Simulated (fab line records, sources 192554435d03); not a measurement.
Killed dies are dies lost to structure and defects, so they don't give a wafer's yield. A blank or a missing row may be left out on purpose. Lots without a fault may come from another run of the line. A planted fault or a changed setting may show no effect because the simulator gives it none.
fab line records | flow n5_finfet
record lots=11 wafers=29 last_day=17
route steps=1938 shown DUMMY_GATE@247 SD_EPI_N@272 SD_ACTIVATION@332 BEOL_M4@1111
lots that met no fault: from a run of the same line without faults
start_h: hours from the record's first day to the start of the lot's first wafer shown | wait_h: hours since the lot's step before | " the same as in the row above | L1.1+2: a row that stands for several wafers | - no value, or no start given | * or withheld: withheld | < > ~ a bound
route shown NAME@n: a module of which the file shows steps, and the number in the route of the first | usual: mean/standard deviation of fault-free wafers | same: alike in all rows | chamber/n: place in a boat | sites: the reading at each site | _std_site: their standard deviation | _edge_site: outer sites' mean less inner sites' | radius_mm: how far each site lies from the wafer's centre | mask NAME#n: copy n | behind: the tool/chamber that last shaped the wafer | hold: why the lot was held/for how many hours/how that ended | device: the transistor (n, p or np) that didn't switch | end of line: the same wafers' tests at the end of the route | a step without rows: its recipe alone | killed: dies lost to structure and defects at the first sort, not the wafer's yield | map: a wafer's dies, x killed, . not, _ none there
set.NAME: the setting as run; set.NAME@STEP: as run at that earlier step | model.NAME: the simulator's own value behind a step, which no gauge read
steps of the route over a sample of lots; a table a step, a row a wafer
services: from which hour (start_h, from the record's first day; less than 0 if before it) a tool's chamber was out of use, for how many hours, and why
## steps
# step N5_DUMMY_GATE_ETCH_23
# recipe chemistry=HBr/Cl2/O2 HBr_flow_sccm=150 Cl2_flow_sccm=80 O2_flow_sccm=12 bias_w=102 target_depth_a=410 time_s=22.3 target=poly-Si mask_material=SiO2 pressure_mtorr=10 icp_w=800
# usual HBr_flow_sccm=150.0/0.41 drypump_motor_current_A=5.5/0.35 oes_product_au=1.003/0.016 throttle_valve_pct=37.3/0.35
# columns lot.wafer tool chamber start_h wait_h HBr_flow_sccm drypump_motor_current_A oes_product_au rf_hours_counter_h throttle_valve_pct
L923.1 rie_si-03 2 47.54 0.0 150.4 5.5 1.004 7 37.8
L923.2 " 1 " " 150.2 5.4 0.983 121 37.0
L927.1 rie_si-03 2 72.03 0.0 151.0 5.5 1.022 7 37.8
L927.2 " 3 " " 150.2 5.5 1.017 148 37.2
L927.5 " 2 " " 150.6 5.5 1.012 - 37.8
L928.1 rie_si-05 2 79.47 0.0 149.3 5.2 1.001 44 37.8
L928.5 " 0 " " 150.1 5.0 0.986 - 37.3
L928.6 " 1 " " 150.4 6.2 1.011 - 37.3
L929.1 rie_si-03 1 83.06 0.0 149.6 5.3 1.006 122 37.0
L929.2 " 0 " " 149.6 5.1 1.002 4 36.5
L929.6 " 3 " " 150.2 5.5 1.011 - 37.2
L932.4 rie_si-05 1 100.39 0.0 150.1 6.2 1.017 94 37.3
L932.5 " 1 " " 150.0 6.2 1.017 - 37.3
L932.6 " 2 " " 149.9 5.2 1.003 - 37.8
L935.2 rie_si-05 1 123.12 0.0 149.7 6.2 1.024 95 37.3
L935.4 " 3 " " 150.1 5.7 1.022 5 37.6
L935.6 " 0 " " 150.1 5.0 0.998 - 37.3
L937.1 rie_si-01 3 133.97 0.0 150.4 5.1 1.025 6 37.2
L937.5 " 0 " " 150.8 5.7 0.981 - 37.3
L937.6 " 1 " " 150.4 5.8 1.010 - 37.3
L939.2 rie_si-05 0 144.87 0.0 150.0 5.0 0.977 87 37.3
L939.5 " 2 " " 150.0 5.2 0.980 - 37.7
L939.6 " 1 " " 150.9 6.2 1.015 - 37.3
L941.3 rie_si-01 3 154.68 0.0 149.9 5.1 1.026 6 37.1
L941.4 " 1 " " 149.5 5.8 1.022 185 37.3
L943.2 rie_si-05 2 166.78 0.0 150.2 5.2 1.007 46 37.8
L943.5 " 2 " " 149.5 5.2 1.006 - 37.8
L944.4 rie_si-05 3 171.89 0.0 149.5 5.6 1.012 6 37.7
L944.6 " 3 " " 149.7 5.6 1.009 - 37.6
# step N5_SD_EPI_N_INSPECT_11
# recipe mode=adi inspect_instrument=macro
# usual raw_defect_count=2.0/1.5
# columns lot.wafer tool chamber start_h wait_h raw_defect_count
L923.1 defect_inspect-01 - 49.05 0.0 3
L923.2 " - " " 2
L927.1 defect_inspect-01 - 73.63 0.0 4
L927.2 " - " " 4
L927.5 " - " " 3
L928.1 defect_inspect-02 - 81.15 0.0 4
L928.5 " - " " 3
L928.6 " - " " 0
L929.1 defect_inspect-01 - 84.57 0.0 2
L929.2 " - " " 1
L929.6 " - " " 2
L932.4 defect_inspect-01 - 102.81 0.0 3
L932.5 " - " " 3
L932.6 " - " " 0
L935.2 defect_inspect-02 - 124.50 0.0 1
L935.4 " - " " 3
L935.6 " - " " 1
L937.1 defect_inspect-01 - 135.47 0.0 1
L937.5 " - " " 5
L937.6 " - " " 5
L939.2 defect_inspect-01 - 146.44 0.0 2
L939.5 " - " " 2
L939.6 " - " " 1
L941.3 defect_inspect-02 - 156.81 0.0 2
L941.4 " - " " 1
L943.2 defect_inspect-02 - 168.39 0.0 3
L943.5 " - " " 5
L944.4 defect_inspect-01 - 173.67 0.0 1
L944.6 " - " " 3
# step N5_SD_EPI_N_ETCH_35
# recipe chemistry=N2/H2 target=SOC overetch_a=1080 mask_material=SiARC temp_c=40 ion_energy_ev=100 source_w=3000 bias_w=133 pressure_mtorr=20 time_s=486 n2_flow_sccm=200 h2_flow_sccm=200
# usual drypump_motor_current_A=5.8/0.41 oes_product_au=0.76/0.074 rf_vpp_V=241.3/1.3 showerhead_plenum_p_Torr=2.59/0.094 throttle_valve_pct=23.8/0.35
# columns lot.wafer tool chamber start_h wait_h drypump_motor_current_A oes_product_au rf_hours_counter_h rf_vpp_V showerhead_plenum_p_Torr throttle_valve_pct
L923.1 rie_diel-06 0 49.17 0.0 6.1 0.86 1 241.7 2.72 23.5
L923.2 " 3 " " 5.8 0.78 45 241.5 2.69 23.5
L927.1 rie_diel-03 1 73.75 0.0 5.7 0.61 240 237.6 2.38 23.7
L927.2 " 3 " " 5.7 0.83 11 241.1 2.60 23.9
L927.5 " 0 " " 6.1 0.78 - 241.7 2.58 24.3
L928.1 rie_diel-02 1 81.65 0.0 5.7 0.63 220 241.4 2.61 23.7
L928.5 " 2 " " 5.6 0.62 - 240.9 2.50 24.0
L928.6 " 3 " " 4.9 0.78 - 240.1 2.59 23.5
L929.1 rie_diel-06 1 85.31 0.0 6.1 0.73 73 239.3 2.45 23.5
L929.2 " 0 " " 6.1 0.81 17 242.7 2.72 23.5
L929.6 " 3 " " 5.8 0.75 - 242.2 2.68 23.5
L932.4 rie_diel-03 0 103.24 0.2 6.1 0.76 - 241.1 2.57 24.3
L932.5 " 2 " " 5.5 0.84 - 241.9 2.72 24.3
L932.6 " 3 " " 5.7 0.79 - 242.0 2.60 23.9
L935.2 rie_diel-02 0 124.63 0.0 6.4 0.87 6 240.4 2.50 24.3
L935.4 " 2 " " 5.6 0.62 229 240.5 2.49 24.0
L935.6 " 0 " " 6.4 0.87 - 240.2 2.50 24.3
L937.1 rie_diel-02 2 135.60 0.0 5.6 0.62 232 239.6 2.49 24.0
L937.5 " 0 " " 6.5 0.86 - 239.6 2.50 24.3
L937.6 " 1 " " 5.7 0.62 - 241.3 2.60 23.7
L939.2 rie_diel-06 1 146.56 0.0 6.1 0.71 94 240.6 2.44 23.5
L939.5 " 0 " " 6.2 0.78 - 242.8 2.71 23.6
L939.6 " 1 " " 6.1 0.71 - 240.0 2.44 23.5
L941.3 rie_diel-03 1 156.93 0.0 5.7 0.82 11 242.7 2.69 23.2
L941.4 " 3 " " 5.6 0.76 46 241.5 2.59 23.9
L943.2 rie_diel-03 0 168.51 0.0 6.1 0.74 94 240.3 2.56 24.3
L943.5 " 2 " " 5.5 0.80 - 243.4 2.71 24.3
L944.4 rie_diel-06 2 173.80 0.0 5.1 0.77 32 242.1 2.59 23.6
L944.6 " 2 " " 5.2 0.77 - 240.8 2.59 23.6
# step N5_SD_EPI_N_EPI_21
# recipe material=Si:P dopant=P temp_c=680 pressure_torr=255 time_s=690
# usual susceptor_temp_C=680.0/0.31 susceptor_temp_C_max=681.9/0.65
# columns lot.wafer tool chamber start_h wait_h susceptor_temp_C susceptor_temp_C_max
L923.1 epi_rpcvd-03 0 50.76 0.1 680.3 682.0
L923.2 " 0 " " 680.0 682.5
L927.1 epi_rpcvd-02 0 75.36 0.1 680.0 682.6
L927.2 " 0 " " 679.9 682.2
L927.5 " 0 " " 680.0 681.9
L928.1 epi_rpcvd-03 0 83.24 0.1 680.4 683.3
L928.5 " 0 84.36 1.1 679.8 681.6
L928.6 " 0 " " 680.0 681.9
L929.1 epi_rpcvd-02 0 86.90 0.1 680.2 682.0
L929.2 " 0 " " 680.2 681.8
L929.6 " 0 88.30 1.4 680.4 682.5
L932.4 epi_rpcvd-03 0 105.50 0.9 680.2 682.4
L932.5 " 0 " " 680.0 681.8
L932.6 " 0 " " 679.8 681.9
L935.2 epi_rpcvd-03 0 126.49 0.4 662.6 664.4
L935.4 " 0 " " 662.9 664.4
L935.6 " 0 " " 663.3 665.3
L937.1 epi_rpcvd-03 0 137.18 0.1 663.7 665.5
L937.5 " 0 138.30 1.1 663.3 665.2
L937.6 " 0 " " 663.3 664.9
L939.2 epi_rpcvd-03 0 148.70 0.5 663.4 666.0
L939.5 " 0 149.82 1.5 663.5 666.3
L939.6 " 0 " " 663.7 666.5
L941.3 epi_rpcvd-02 0 159.07 0.7 679.9 681.9
L941.4 " 0 " " 679.9 682.0
L943.2 epi_rpcvd-02 0 170.40 0.4 680.5 682.7
L943.5 " 0 " " 680.1 682.2
L944.4 epi_rpcvd-04 0 177.54 1.2 679.9 680.9
L944.6 " 0 " " 680.0 681.1
# step N5_SD_EPI_N_EPI_MEAS_23
# recipe mode=xrd
# usual thk_nm=58.7/1.2
# columns lot.wafer tool chamber start_h wait_h thk_nm
L923.1 film_metro-02 - 52.49 1.5 58.7
L923.2 " - " " 58.8
L927.1 film_metro-02 - 77.07 1.4 60.2
L927.2 " - " " 59.0
L927.5 " - " " 58.8
L928.1 film_metro-02 - 84.95 1.4 58.4
L928.5 " - " " 57.8
L928.6 " - " " 60.4
L929.1 film_metro-02 - 88.61 1.4 58.6
L929.2 " - " " 60.8
L929.6 " - " " 60.1
L932.4 film_metro-02 - 106.39 0.6 60.3
L932.5 " - " " 58.7
L932.6 " - " " 60.0
L935.2 film_metro-02 - 127.93 1.2 40.4
L935.4 " - " " 41.2
L935.6 " - " " 40.2
L937.1 film_metro-02 - 138.90 1.4 40.7
L937.5 " - " " 41.9
L937.6 " - " " 40.4
L939.2 film_metro-02 - 150.61 1.5 41.4
L939.5 " - " " 40.7
L939.6 " - " " 40.1
L941.3 film_metro-02 - 160.23 0.9 58.2
L941.4 " - " " 57.5
L943.2 film_metro-02 - 171.84 1.2 60.7
L943.5 " - " " 61.6
L944.4 film_metro-02 - 178.70 0.8 58.8
L944.6 " - " " 58.5
# step N5_SD_ACTIVATION_RS_MEAS_03
# recipe thk_meas_gauge=four-point-probe
# usual RS_SD_N=21.95/0.3 RS_SD_P=55.8/0.84
# columns lot.wafer tool chamber start_h wait_h RS_SD_N[ohm/sq] RS_SD_P[ohm/sq]
L923.1 film_metro-01 - 57.70 0.2 21.48 56.0
L923.2 " - " " 21.72 55.2
L927.1 film_metro-01 - 82.64 0.2 21.72 55.3
L927.2 " - " " 21.71 53.8
L927.5 " - " " 21.92 55.3
L928.1 film_metro-02 - 90.77 0.2 21.82 56.4
L928.5 " - " " 22.06 56.2
L928.6 " - " " 21.97 56.9
L929.1 film_metro-02 - 95.32 0.2 21.98 55.0
L929.2 " - " " 21.79 54.8
L929.6 " - " " 21.90 55.4
L932.4 film_metro-01 - 111.79 0.1 21.81 55.5
L932.5 " - " " 21.84 56.0
L932.6 " - " " 21.64 55.2
L935.2 film_metro-02 - 133.14 0.2 31.05 56.6
L935.4 " - " " 30.60 55.7
L935.6 " - " " 30.45 55.8
L937.1 film_metro-02 - 144.11 0.2 30.61 54.7
L937.5 " - " " 30.54 54.8
L937.6 " - " " 30.74 54.5
L939.2 film_metro-02 - 155.83 0.2 31.22 55.3
L939.5 " - " " 32.07 55.7
L939.6 " - " " 31.15 56.0
L941.3 film_metro-02 - 165.37 0.2 21.91 55.5
L941.4 " - " " 21.87 54.9
L943.2 film_metro-02 - 177.92 0.2 21.61 56.5
L943.5 " - " " 21.22 56.5
L944.4 film_metro-02 - 186.15 0.1 21.58 55.7
L944.6 " - " " 21.76 54.3
# step N5_BEOL_M4_RC_MEAS_101
# usual DIBL_N=36.3/1.6 DIBL_P=36.2/2 IOFF_N=0.160/0.028 IOFF_P=0.21/0.036 ION_N=677/11 ION_P=465/6.9 REXT_N=75.2/1.6 RS_SD_N=28.4/0.4 SS_N=71.5/0.55 SS_P=73.3/0.64 VT_N=250/3 VT_P=-250/3.5
# columns lot.wafer tool chamber start_h wait_h DIBL_N[mV/V] DIBL_P[mV/V] IOFF_N[nA/um] IOFF_P[nA/um] ION_N[uA/um] ION_P[uA/um] REXT_N[ohm.um] RS_SD_N[ohm/sq] SS_N[mV/dec] SS_P[mV/dec] VT_N[mV] VT_P[mV]
L923.1 prober-01 0 164.88 0.0 40.7 40.5 0.246 0.30 688 472 72.7 27.8 71.9 73.7 243 -246
L923.2 " 0 " " 39.1 38.7 0.186 0.25 671 466 73.6 28.1 72.2 74.2 247 -248
L927.1 prober-01 0 200.16 0.0 33.3 33.7 0.114 0.15 660 456 76.9 28.1 70.6 72.6 256 -255
L927.2 " 0 " " 34.5 34.8 0.136 0.17 679 470 76.3 28.1 70.5 72.8 255 -252
L927.5 " 0 " " 34.5 33.9 0.139 0.16 669 457 76.2 28.1 71.2 73.1 252 -254
L928.1 prober-02 0 202.72 0.0 37.8 37.0 0.155 0.22 679 473 76.3 28.4 71.5 73.6 251 -249
L928.5 " 0 " " 38.3 36.7 0.152 0.22 662 469 76.2 28.4 71.8 73.4 253 -248
L928.6 " 0 " " 40.5 40.7 0.222 0.30 699 477 76.1 28.4 72.4 74.5 246 -244
L929.1 prober-01 0 204.48 0.0 37.1 36.7 0.159 0.21 679 467 75.9 28.5 72.0 73.0 250 -252
L929.2 " 0 " " 37.2 35.5 0.166 0.20 671 459 74.7 28.1 72.2 72.8 247 -250
L929.6 " 0 " " 36.6 35.7 0.150 0.19 683 461 74.6 28.4 71.2 72.2 249 -250
L932.4 prober-01 0 231.14 0.5 37.8 38.9 0.187 0.29 684 478 73.7 27.8 71.4 73.6 246 -243
L932.5 " 0 " " 38.0 39.1 0.190 0.29 688 479 73.4 28.1 72.1 73.4 248 -243
L932.6 " 0 " " 37.6 38.2 0.177 0.27 673 469 73.2 28.2 71.1 73.6 248 -244
L935.2 prober-02 0 240.42 0.2 38.1 34.4 0.143 0.18 650 460 83.7 40.1 71.8 73.0 255 -253
L935.4 " 0 " " 36.2 33.2 0.126 0.17 655 463 84.5 40.5 70.8 72.5 255 -256
L935.6 " 0 " " 36.3 32.7 0.129 0.16 660 459 82.7 39.9 71.2 72.9 256 -257
L937.1 prober-01 0 245.65 0.0 38.2 37.1 0.171 0.22 671 467 84.0 40.2 72.1 73.7 252 -254
L937.5 " 0 " " 37.5 36.7 0.169 0.21 665 462 83.3 39.5 72.2 73.8 251 -251
L937.6 " 0 " " 38.4 37.1 0.188 0.21 663 463 83.4 39.8 71.8 73.6 251 -252
L939.2 prober-01 0 277.53 0.2 36.7 35.3 0.144 0.19 665 464 84.6 40.4 71.8 72.9 252 -253
L939.5 " 0 " " 37.3 35.9 0.151 0.20 661 459 85.8 40.9 71.8 73.0 252 -252
L939.6 " 0 " " 34.9 34.1 0.118 0.16 656 461 86.6 40.3 70.8 71.9 255 -253
L941.3 prober-01 0 280.76 0.3 36.1 36.7 0.142 0.19 666 457 76.2 28.3 71.4 73.5 254 -251
L941.4 " 0 " " 34.9 35.5 0.133 0.18 673 463 74.9 28.7 71.2 72.8 252 -251
L943.2 prober-01 0 300.23 0.2 33.4 31.5 0.118 0.16 669 455 77.1 28.0 71.0 72.4 252 -255
L943.5 " 0 " " 32.2 30.3 0.107 0.15 668 461 77.1 27.5 69.9 72.7 255 -254
L944.4 prober-02 0 300.57 0.5 34.3 34.8 0.135 0.20 665 463 78.4 28.6 71.1 73.0 251 -249
L944.6 " 0 " " 34.5 34.4 0.128 0.18 665 462 77.3 28.6 70.9 73.1 253 -252
## services
# columns tool chamber start_h hours kind
rie_diel-06 0 25.37 - clean
rie_diel-06 0 25.37 - consumable_replace:focus_ring
rie_diel-06 0 25.37 - consumable_replace:showerhead
rie_diel-06 0 25.37 20.9 scheduled_down
rie_diel-06 0 25.37 20.9 vent_cycle
rie_diel-03 3 31.01 - clean
rie_diel-03 3 31.01 - consumable_replace:focus_ring
rie_diel-03 3 31.01 20.5 scheduled_down
rie_diel-03 3 31.01 20.5 vent_cycle
rie_diel-03 2 51.54 - clean
rie_diel-03 2 51.54 - consumable_replace:focus_ring
rie_diel-03 2 51.54 - consumable_replace:showerhead
rie_diel-03 2 51.54 30.8 scheduled_down
rie_diel-03 2 51.54 30.8 vent_cycle
rie_diel-06 2 52.54 19.3 repair
rie_diel-03 - 65.45 0.9 repair
rie_diel-06 2 72.52 - clean
rie_diel-02 - 84.41 2.8 pm
rie_diel-06 1 86.68 6.4 repair
rie_diel-06 3 86.70 63.1 repair
rie_diel-06 2 88.79 6.8 repair
rie_diel-06 - 92.52 4.2 repair
epi_rpcvd-02 - 171.80 14.6 pm
rie_diel-02 2 177.14 9.3 repair
## key
first_sign step=N5_SD_EPI_N_EPI_21 reading=susceptor_temp_C direction=down sigmas=53 usual=* struck=*
effect step=N5_SD_EPI_N_EPI_21 reading=susceptor_temp_C_max direction=down sigmas=26 usual=* struck=*
effect step=N5_SD_EPI_N_EPI_MEAS_23 reading=thk_nm direction=down sigmas=15 usual=* struck=*
effect step=N5_SD_ACTIVATION_RS_MEAS_03 reading=RS_SD_N direction=up sigmas=30 usual=21.95 struck=30.94
effect step=N5_BEOL_M4_RC_MEAS_101 reading=RS_SD_N direction=up sigmas=29 usual=28.4 struck=40.2
effect step=N5_BEOL_M4_RC_MEAS_101 reading=REXT_N direction=up sigmas=5.6 usual=75.2 struck=84.3
effect step=N5_BEOL_M4_RC_MEAS_101 reading=ION_N direction=down sigmas=1.5 usual=677 struck=661
met_at N5_SD_EPI_N_EPI_21
struck_lots L935,L937,L939
rows_end L935.2,L935.4,L935.6,L937.1,L937.5,L937.6,L939.2,L939.5,L939.6
not_acting_at N5_DUMMY_GATE_ETCH_23,N5_SD_EPI_N_INSPECT_11,N5_SD_EPI_N_ETCH_35
onset_between 105.50 126.49
fault kind=process_parameter_drift tool=epi_rpcvd-03 chamber=- onset_h=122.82 steps=N5_SD_EPI_N_EPI_21 channel=temp_c offset=* shape=step acts_in=* stated=*
# rows_end: these wafers met a further fault down the route, and their rows from its step on are left out
